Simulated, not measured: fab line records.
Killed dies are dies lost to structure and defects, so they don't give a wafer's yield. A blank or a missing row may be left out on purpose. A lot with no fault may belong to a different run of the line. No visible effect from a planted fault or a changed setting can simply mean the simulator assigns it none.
Chamber matching | flow nand-harc | rie-diel-09 running NHARC_A_STAIRCASE_TRIM_187: 4 sister chambers
The step chemistry O2, time 211.2 s. 8 wafers are shown with their chamber, then 8 later ones without.

EACH WAFER AND ITS CHAMBER
wafer  | chamber | drypump-motor-current-A (A) | showerhead-plenum-p-Torr (Torr)
L075.1 | 3       | 5.0                         | 3.40
L074.1 | 1       | 5.5                         | 3.58
L077.6 | 3       | 5.0                         | 3.40
L078.2 | 0       | 6.2                         | 3.76
L081.2 | 0       | 6.2                         | 3.75
L081.4 | 2       | 6.4                         | 3.66
L081.6 | 1       | 5.5                         | 3.57
L086.2 | 2       | 6.3                         | 3.65

WAFERS WHOSE CHAMBER IS MISSING
wafer  | drypump-motor-current-A (A) | showerhead-plenum-p-Torr (Torr)
L086.3 | 5.0                         | 3.38
L086.6 | 6.3                         | 3.65
L092.4 | 6.2                         | 3.74
L092.5 | 5.0                         | 3.37
L092.6 | 6.2                         | 3.74
L096.2 | 5.5                         | 3.54
L096.4 | 5.0                         | 3.36
L096.5 | 5.5                         | 3.54

EACH ONE'S CHAMBER
wafer  | from the rows above | in truth
L086.3 | 3                   | 3
L086.6 | 2                   | 2
L092.4 | 0                   | 0
L092.5 | 3                   | 3
L092.6 | 0                   | 0
L096.2 | 1                   | 1
L096.4 | 3                   | 3
L096.5 | 1                   | 1
Correct placement for 8 of the 8. Number that these rows cannot place: 0. Placed wrongly: 0.
How it was worked out, from the rows above alone: a wafer's distance from a chamber is the root of the sum, over the readings, of the square of ((its reading less the chamber's mean) divided by the reading's scatter). The wafer belongs to the nearest chamber; if the next one is less than 2 further off, it can't be placed. For every chamber, the mean is computed from those of its wafers that are shown. The scatter: take each reading less its chamber's mean, square it, sum over the shown wafers, divide by the number of wafers less the number of chambers, and take the root.
